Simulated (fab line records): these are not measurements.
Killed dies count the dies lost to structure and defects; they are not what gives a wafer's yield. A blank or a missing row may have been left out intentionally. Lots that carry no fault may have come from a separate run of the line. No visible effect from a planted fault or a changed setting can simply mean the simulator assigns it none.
fab line records    flow nandHarc
[record] lots = 6  wafers = 18  lastDay = 34
route steps=1302 shown A_CHANNEL_FILL_D2@615 END@1302
lots that met no fault: from a run of the same line without faults
startH: hours from the record's opening day to when the first of the lot's shown wafers began    waitH: how many hours have passed since the lot's step before this one    " unchanged from the row above    L1.1+2: one row covering several wafers at once    - value missing, or start not given    * or withheld: withheld    < > ~ a bound
route shown NAME@n: names a module that has steps shown in the file, with the first one's number in the route    usual: mean/standard deviation taken from wafers without a fault    same: alike in all rows    chamber/n: place in a boat    sites: per-site readings    _std_site: standard deviation of those values    _edge_site: outer sites' mean less inner sites'    radiusMm: how far each site lies from the wafer's centre    mask NAME#n: copy n    behind: tool/chamber where the wafer was last shaped    hold: why the lot was held/for how many hours/how that ended    device: whichever transistor did not switch (one of n, p or np)    end of line: tests run on the same wafers once the route is complete    a step given without rows: its recipe and nothing more    killed: at the first sort, the dies lost to defects and structure; wafer yield is something else    map: shows each die of a wafer: x if killed, . if not, _ if none is there
set.NAME: the setting the step ran with; set.NAME@STEP: the setting that earlier step ran with    model.NAME: the simulator's own value behind a step, which no gauge read
lots at some steps of the route; a table a step, a row a wafer
services: when a tool's chamber went out of use (startH, in hours from the record's first day, below 0 if earlier), for how many hours, and the reason
[[steps]]
[step NHARC_A_CHANNEL_FILL_D2_ALD_15]
[recipe] targetThkA = 20  pulseTimeS = 60  aldCycles = 19  tempC = 630  pressureTorr = 2  material = SiNx
[usual] aldCycles = 19/0  precursorPulseHeightRel = 0.997/0.02
lot.wafer  tool            chamber  startH  waitH  aldCycles  precursorPulseHeightRel
L634.1     aldSinBatch-02  0        -       -      19         0.997
L634.4     "               0        "       "      19         0.973
L634.6     "               0        "       "      19         0.990
L637.3     aldSinBatch-01  0        -       -      19         1.010
L637.5     "               0        "       "      19         1.040
L637.6     "               0        "       "      19         0.970
L641.2     aldSinBatch-02  0        -       -      19         0.984
L641.4     "               0        "       "      19         1.031
L641.6     "               0        "       "      19         0.987
L642.1     aldSinBatch-02  0        -       -      19         1.011
L642.2     "               0        "       "      19         1.017
L642.6     "               0        "       "      19         0.995
L644.1     aldSinBatch-02  0        -       -      19         1.016
L644.2     "               0        "       "      19         0.992
L644.6     "               0        "       "      19         0.963
L645.2     aldSinBatch-02  0        -       -      19         0.967
L645.3     "               0        "       "      19         0.994
L645.6     "               0        "       "      19         0.968
[step NHARC_A_CHANNEL_FILL_D2_ALD_16]
[recipe] targetThkA = 15  pulseTimeS = 10  aldCycles = 15  tempC = 300  material = SiO2
[usual] aldCycles = 15/0  heaterPowerOuterW = 274/29  heaterPowerW = 488/51  precursorPulseHeightRel = 1.001/0.021
lot.wafer  tool      chamber  startH  waitH  aldCycles  heaterPowerOuterW  heaterPowerW  precursorPulseHeightRel
L634.4     aldHk-04  0        443.18  2.2    15         266                486           1.013
L634.1     "         2        "       "      15         242                458           1.001
L634.6     "         1        "       "      15         236                431           1.018
L637.3     aldHk-01  1        458.16  0.0    15         268                487           0.990
L637.5     "         1        "       "      15         268                489           1.006
L637.6     "         2        "       "      15         275                488           0.998
L641.2     aldHk-03  0        498.41  0.3    15         270                464           1.004
L641.4     "         1        "       "      15         324                620           0.986
L641.6     "         2        "       "      15         274                466           1.003
L642.1     aldHk-03  3        519.31  0.0    15         311                522           0.984
L642.2     "         2        "       "      15         277                457           1.026
L642.6     "         3        "       "      15         305                513           0.970
L644.2     aldHk-03  0        532.01  0.0    15         257                462           1.021
L644.1     "         2        "       "      15         271                453           1.002
L644.6     "         1        "       "      15         315                589           1.007
L645.3     aldHk-04  2        539.45  0.1    15         240                459           1.002
L645.2     "         3        "       "      15         297                523           0.992
L645.6     "         3        "       "      15         296                511           0.994
[step NHARC_A_CHANNEL_FILL_D2_ANNEAL_17]
[recipe] tempC = 850  timeS = 1800
[step NHARC_A_CHANNEL_FILL_D2_CVD_18]
[recipe] targetThkA = 30  tempC = 550  material = poly-Si
[step NHARC_A_CHANNEL_FILL_D2_ETCHBACK_19]
[recipe] targetDepthA = 50  timeS = 1.7  hbrFlowSccm = 150  cl2FlowSccm = 50  rfW = 400  icpW = 400  biasW = 100  chemistry = HBr/Cl2
[step NHARC_A_CHANNEL_FILL_D2_ETCHBACK_20]
[recipe] targetDepthA = 270  timeS = 13.5  c4f8FlowSccm = withheld  o2FlowSccm = 8  arFlowSccm = withheld  rfW = 600  biasW = 1500  chemistry = C4F8/O2/Ar
[usual] oesProductAu = 0.992/0.017  rfVppV = 981/5.1
lot.wafer  tool        chamber  startH  waitH  oesProductAu  rfHoursCounterH  rfVppV
L634.4     rieDiel-11  1        455.46  -      1.016         1                981
L634.1     "           3        "       "      0.993         1                987
L634.6     "           0        "       "      1.005         -                975
L637.3     rieDiel-11  3        469.61  -      0.912         1                989
L637.6     "           3        "       "      0.921         -                989
L637.5     "           0        "       "      0.947         -                975
L641.2     rieDiel-11  2        510.28  -      0.997         3                986
L641.4     "           0        "       "      1.003         2                974
L641.6     "           2        "       "      0.987         -                986
L642.1     rieDiel-11  3        531.54  -      0.990         3                988
L642.2     "           0        "       "      0.999         3                975
L642.6     "           3        "       "      0.991         -                989
L644.2     rieDiel-11  0        543.45  -      0.976         3                975
L644.1     "           2        "       "      0.979         3                986
L644.6     "           1        "       "      0.965         -                981
L645.2     rieDiel-11  0        551.35  -      0.993         3                976
L645.3     "           1        "       "      1.003         3                981
L645.6     "           1        "       "      1.005         -                981
[step NHARC_A_CHANNEL_FILL_D2_STRIP_28]
[recipe] timeS = 20  o2FlowSccm = 500  arFlowSccm = 0  biasW = 0  chemistry = O2
[usual] drypumpMotorCurrentA = 5.7/0.47  oesProductAu = 1.000/0.0069  rfVppV = 58.0/0.91  showerheadPlenumPTorr = 3.59/0.12  throttleValvePct = 17.037/0.01
lot.wafer  tool        chamber  startH  waitH  drypumpMotorCurrentA  oesProductAu  rfHoursCounterH  rfVppV  showerheadPlenumPTorr  throttleValvePct
L634.1     rieDiel-11  0        455.54  0.1    5.7                   0.999         0                58.8    3.46                   17.029
L634.4     "           2        "       "      5.4                   1.005         1                58.7    3.72                   17.031
L634.6     "           0        "       "      5.7                   0.989         -                58.0    3.46                   17.039
L637.3     rieDiel-11  0        469.70  0.1    5.7                   1.003         1                58.2    3.46                   17.047
L637.6     "           0        "       "      5.7                   0.999         -                57.9    3.46                   17.032
L637.5     "           1        "       "      6.2                   1.011         -                58.0    3.59                   17.030
L641.2     rieDiel-11  1        510.37  0.1    6.2                   1.005         3                56.5    3.59                   17.043
L641.4     "           2        "       "      5.4                   1.001         3                58.9    3.72                   17.016
L641.6     "           1        "       "      6.2                   1.000         -                58.6    3.59                   17.052
L642.2     rieDiel-11  2        531.64  0.1    5.4                   1.004         3                57.7    3.72                   17.023
L642.1     "           3        "       "      5.7                   0.994         3                58.8    3.78                   17.031
L642.6     "           0        "       "      5.7                   1.000         -                55.7    3.46                   17.041
L644.1     rieDiel-11  3        543.55  0.1    5.7                   0.992         3                58.9    3.78                   17.034
L644.2     "           0        "       "      5.7                   1.007         3                56.0    3.46                   17.027
L644.6     "           1        "       "      6.3                   1.000         -                60.7    3.59                   17.044
L645.2     rieDiel-11  1        551.44  0.1    6.2                   1.009         3                58.1    3.59                   17.047
L645.3     "           3        "       "      5.7                   1.006         3                57.8    3.78                   17.051
L645.6     "           1        "       "      6.2                   1.016         -                57.9    3.59                   17.061
[step NHARC_A_CHANNEL_FILL_D2_PRECLEAN_21]
[recipe] timeS = 30  chemistry = dHF
[step NHARC_A_CHANNEL_FILL_D2_SRD_23]
[step NHARC_A_CHANNEL_FILL_D2_CVD_05]
[recipe] targetThkA = 50  tempC = 550  material = poly-Si
[step NHARC_A_CHANNEL_FILL_D2_ANNEAL_22]
[recipe] tempC = 620  timeS = 7200
[step NHARC_A_CHANNEL_FILL_D2_ALD_25]
[recipe] targetThkA = 600  pulseTimeS = 10  aldCycles = 600  tempC = 300  material = SiOx
[usual] aldCycles = 600/0  heaterPowerOuterW = 269/27  heaterPowerW = 483/46  precursorPulseHeightRel = 1.000/0.02
lot.wafer  tool      chamber  startH  waitH  aldCycles  heaterPowerOuterW  heaterPowerW  precursorPulseHeightRel
L634.1     aldHk-03  0        467.28  0.1    501        264                462           1.000
L634.4     "         2        468.51  1.3    600        275                450           0.973
L634.6     "         1        470.37  3.1    600        309                598           0.969
L637.3     aldHk-03  2        483.35  1.9    600        273                464           0.977
L637.6     "         3        "       "      600        312                512           0.981
L637.5     "         0        "       "      501        260                460           0.953
L641.4     aldHk-01  0        522.20  0.6    600        216                400           0.987
L641.2     "         2        524.69  3.1    600        288                505           0.981
L641.6     "         0        527.17  5.6    600        217                404           0.984
L642.2     aldHk-01  2        542.92  0.1    600        289                498           0.997
L642.1     "         1        544.76  1.9    600        276                463           1.005
L642.6     "         2        "       "      600        288                501           1.009
L644.2     aldHk-01  2        555.68  0.1    600        280                509           1.003
L644.1     "         3        "       "      600        273                486           0.995
L644.6     "         3        558.79  3.2    600        280                498           0.991
L645.2     aldHk-03  3        563.23  0.1    600        313                508           1.032
L645.3     "         1        564.47  1.3    600        315                579           0.974
L645.6     "         3        565.71  2.5    600        313                513           1.020
[step NHARC_A_CHANNEL_FILL_D2_ETCHBACK_08]
[recipe] targetDepthA = 2200  timeS = 110  c4f8FlowSccm = 20  arFlowSccm = withheld  rfW = 600  biasW = 300  chemistry = C4F8
[usual] oesProductAu = 0.97/0.035  rfVppV = 442.3/2.2
lot.wafer  tool        chamber  startH  waitH  oesProductAu  rfHoursCounterH  rfVppV
L634.1     rieDiel-11  1        -       -      0.93          1                442.3
L634.4     "           2        "       "      0.93          1                444.5
L634.6     "           3        "       "      0.93          -                445.0
L637.3     rieDiel-02  3        -       -      1.00          2                442.7
L637.5     "           1        "       "      1.00          -                439.8
L637.6     "           2        "       "      0.99          -                442.5
L641.4     rieDiel-02  2        -       -      0.91          3                444.2
L641.2     "           3        "       "      0.92          4                441.4
L641.6     "           2        "       "      0.92          -                444.5
L642.2     rieDiel-02  2        -       -      1.00          3                444.0
L642.1     "           3        "       "      1.00          4                442.8
L642.6     "           2        "       "      1.00          -                445.8
L644.1     rieDiel-11  2        -       -      0.93          4                444.3
L644.2     "           3        "       "      0.92          4                446.3
L644.6     "           0        "       "      0.93          -                438.4
L645.2     rieDiel-05  2        -       -      1.01          23               439.5
L645.3     "           3        "       "      1.01          27               445.9
L645.6     "           2        "       "      1.01          -                438.2
[step NHARC_END_SORT_01]
[recipe] tempC = 25
[usual] killedAtArray = 52/17  killedAtOther = 0.8/1.1  killedAtPeriphery = 3.2/2.2  killedDies = 57/17  killedOpen = 3.4/1.8  killedShort = 2.4/1.6
[same] grossDies = 677
lot.wafer  tool       chamber  startH  waitH  killedAtArray  killedAtOther  killedAtPeriphery  killedDies  killedOpen  killedShort
L634.1     prober-02  0        687.94  2.5    69             2              7                  78          4           1
L634.4     prober-02  0        690.37  3.4    63             1              4                  68          3           3
L634.6     prober-02  0        691.99  4.0    62             2              6                  70          1           2
// killed by level:class
L634.1 A_SLIT:chamberFilmFlake=29 A_CHANNEL_HOLE_D2:chamberFilmFlake=13 A_CHANNEL_HOLE_D1:chamberFilmFlake=9 A_BLC:chamberFilmFlake=6 A_STAIRCASE:chamberFilmFlake=4 P_BONDPAD:chamberFilmFlake=3 P_GATE:geometricParticle:open=2 A_CHANNEL_FILL_D2:chamberFilmFlake=2
L634.4 A_SLIT:chamberFilmFlake=28 A_CHANNEL_HOLE_D1:chamberFilmFlake=13 A_STAIRCASE:chamberFilmFlake=7 A_CHANNEL_HOLE_D2:chamberFilmFlake=6 A_SGD_CUT:chamberFilmFlake=2 A_CONTACT:chamberFilmFlake=2 P_STI:geometricParticle:open=1 P_STI:geometricParticle:short=1
L634.6 A_SLIT:chamberFilmFlake=32 A_CHANNEL_HOLE_D2:chamberFilmFlake=13 A_CHANNEL_HOLE_D1:chamberFilmFlake=10 A_STAIRCASE:chamberFilmFlake=4 P_GATE:chamberFilmFlake=2 P_BONDPAD:chamberFilmFlake=2 P_M0:geometricParticle:short=1 P_M0:geometricParticle:open=1
[[services]]
tool            chamber  startH  hours  kind
rieDiel-11      -        432.50  9.0    pm
rieDiel-11      0        432.50  16.8   ventCycle
rieDiel-11      1        432.50  9.0    ventCycle
rieDiel-11      2        432.50  9.0    ventCycle
rieDiel-11      3        432.50  9.0    ventCycle
aldHk-04        -        432.74  10.0   pm
rieDiel-11      1        441.50  -      clean
rieDiel-05      -        449.26  0.3    repair
aldHk-03        -        451.16  1.5    repair
rieDiel-05      1        453.08  7.8    repair
rieDiel-02      2        459.28  7.3    repair
rieDiel-11      3        460.67  8.9    repair
rieDiel-02      3        464.69  1.6    repair
aldHk-04        -        468.95  1.0    repair
rieDiel-02      2        473.24  2.3    repair
aldHk-01        -        474.40  10.0   pm
rieDiel-05      0        474.43  13.5   repair
rieDiel-05      2        479.30  6.4    repair
rieDiel-05      -        494.31  0.5    repair
aldSinBatch-01  -        507.85  26.0   pm
rieDiel-02      1        510.39  3.3    repair
rieDiel-05      0        511.09  9.4    repair
rieDiel-02      -        556.03  0.5    repair
aldHk-03        -        568.00  10.0   pm
[[key]]
[firstSign] step = NHARC_A_CHANNEL_FILL_D2_ALD_25  reading = aldCycles  direction = down  sigmas = 99+  usual = 600  struck = 501
effect none on later readings
metAt NHARC_A_CHANNEL_FILL_D2_ALD_25
struckWafers L634.1,L637.5
testerLeftOut L634,L637
[fault] kind = processParameterDrift  tool = aldHk-03  chamber = 0  onsetH = 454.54  steps = NHARC_A_CHANNEL_FILL_D2_ALD_25  channel = aldCycles  offset = -99  shape = step  endH = 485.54  actsIn = theseRecipesOnly  stated = 600
// testerLeftOut: of these lots the tester's yield and bins aren't shown, on N5 and GAA mostly nor the transistor test; their killed dies are dies lost to structure and defects alone, not to doping, threshold or leakage, so they don't give the yield
